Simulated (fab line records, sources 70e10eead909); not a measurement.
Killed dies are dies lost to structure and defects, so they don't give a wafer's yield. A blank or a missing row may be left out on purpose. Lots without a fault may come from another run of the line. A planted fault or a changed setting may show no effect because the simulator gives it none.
A struck lot beside a sound one | flow nand_harc | 15 steps out of a route of 1159
Sound: wafers L444.4, L444.5, L444.6. Struck: wafers L455.2, L455.3, L455.4. The cause comes at the end.
At each step with rows: each side's tool, then ch and its chambers, then its first start. Under that, the readings that differ: sound wafers | struck wafers | difference of the means | sigmas: that difference in standard deviations of wafers without a fault.
alike: readings whose means differ by less than 2 such deviations, and words and numbers that are the same on both sides. not compared: withheld readings, readings that some wafer has no value for, bounds like >300 that may hide the same value, and numbers for which the record gives no deviation and whose values overlap.
The two part at a step that has a row with sigmas, a row that says differs or no value, or rows on one side only. Numbers that don't overlap but have no deviation are shown without sigmas and don't part them. A reading that every wafer of one side lacks parts them only if that side has two wafers or more.

first, 8 steps without rows for these wafers: NHARC_A_CONTACT_COAT_61 (time 75 s); NHARC_A_CONTACT_COAT_62 (time 65 s); NHARC_A_CONTACT_COAT_63 (resist thk 90 nm); NHARC_A_CONTACT_SOFTBAKE_64 (time 55 s); NHARC_A_CONTACT_EBR_65; NHARC_A_CONTACT_EXPOSE_66 (exposes mask A CC 2); NHARC_A_CONTACT_PEB_67 (peb time 65 s); NHARC_A_CONTACT_DEVELOP_68 (develop time 35 s).
NHARC_A_CONTACT_CD_MEAS_69: target cd 200 nm.
  sound on cd_sem-01 ch 0, day 20 12:11; struck on cd_sem-01 ch 0, day 22 11:43
  alike: cd_nm
NHARC_A_CONTACT_OVL_MEAS_70:
  sound on overlay-02, day 20 12:16; struck on overlay-02, day 22 11:47
  reading           | sound       | struck         | difference | sigmas
  overlay_y_nm (nm) | 0.1 0.8 1.0 | -1.3 -1.0 -1.3 | -1.8       | -3
  alike: overlay_x_nm
NHARC_A_CONTACT_INSPECT_71:
  sound on defect_inspect-01, day 20 12:19; struck on defect_inspect-01, day 22 11:50
  alike: raw_defect_count
NHARC_A_CONTACT_DESCUM_74: chemistry O2, time 3 s.
  sound on rie_diel-07 ch 1,2,3, day 20 12:23; struck on rie_diel-07 ch 0,1,3, day 22 11:53
  alike: drypump_motor_current_A, mfc_ar_sccm, oes_product_au, rf_vpp_V, showerhead_plenum_p_Torr, throttle_valve_pct
  not compared: rf_hours_counter_h
NHARC_A_CONTACT_ETCH_75: etches the open film in CF4, target depth 39 nm, time 65 s.
  sound on rie_diel-07 ch 0,1,3, day 20 12:28; struck on rie_diel-07 ch 1,2,3, day 22 11:59
  no value came back on the struck wafers for any of 9 readings (bias_w (W), cf4_flow_sccm (sccm) and others); on the sound wafers bias_w (W) reads 100.18 99.23 100.39
  not compared: rf_hours_counter_h
NHARC_A_CONTACT_ETCH_76: etches the open film in N2/H2, target depth 260 nm, time 475.3 s.
  sound on rie_diel-07 ch 0,1,2; struck on rie_diel-07 ch 0,1,2, day 22 12:04
  alike: bias_w, chamber_pressure_mTorr, drypump_motor_current_A, mfc_ar_sccm, oes_product_au, rf_fwd_power_W, rf_vpp_V, showerhead_plenum_p_Torr, throttle_valve_pct
  not compared: rf_hours_counter_h
-- the record jumps here: 3 days lie between the struck wafers' starts before and after (it left off in module A_CONTACT and takes up again in module END, whose first step shown is number 1159 of the route) --
NHARC_END_SORT_01:
  sound on prober-02 ch 0, day 23 13:13; struck on prober-02 ch 0, day 25 03:39
  reading         | sound    | struck                                                               | difference                   | sigmas
  hold            | - - -    | await_dispo/3.6h/scrap await_dispo/3.6h/scrap await_dispo/3.6h/scrap | no value on the sound wafers |
  killed_at_array | 33 43 24 | 673 674 676                                                          | +641                         | +58
  killed_dies     | 35 44 29 | 677 677 677                                                          | +641                         | +58
  alike: killed_at_other, killed_at_periphery, killed_open, killed_short

WHERE THEY PART
First at NHARC_A_CONTACT_OVL_MEAS_70; last, within this record, at NHARC_END_SORT_01.

WHY: what the simulator had put in
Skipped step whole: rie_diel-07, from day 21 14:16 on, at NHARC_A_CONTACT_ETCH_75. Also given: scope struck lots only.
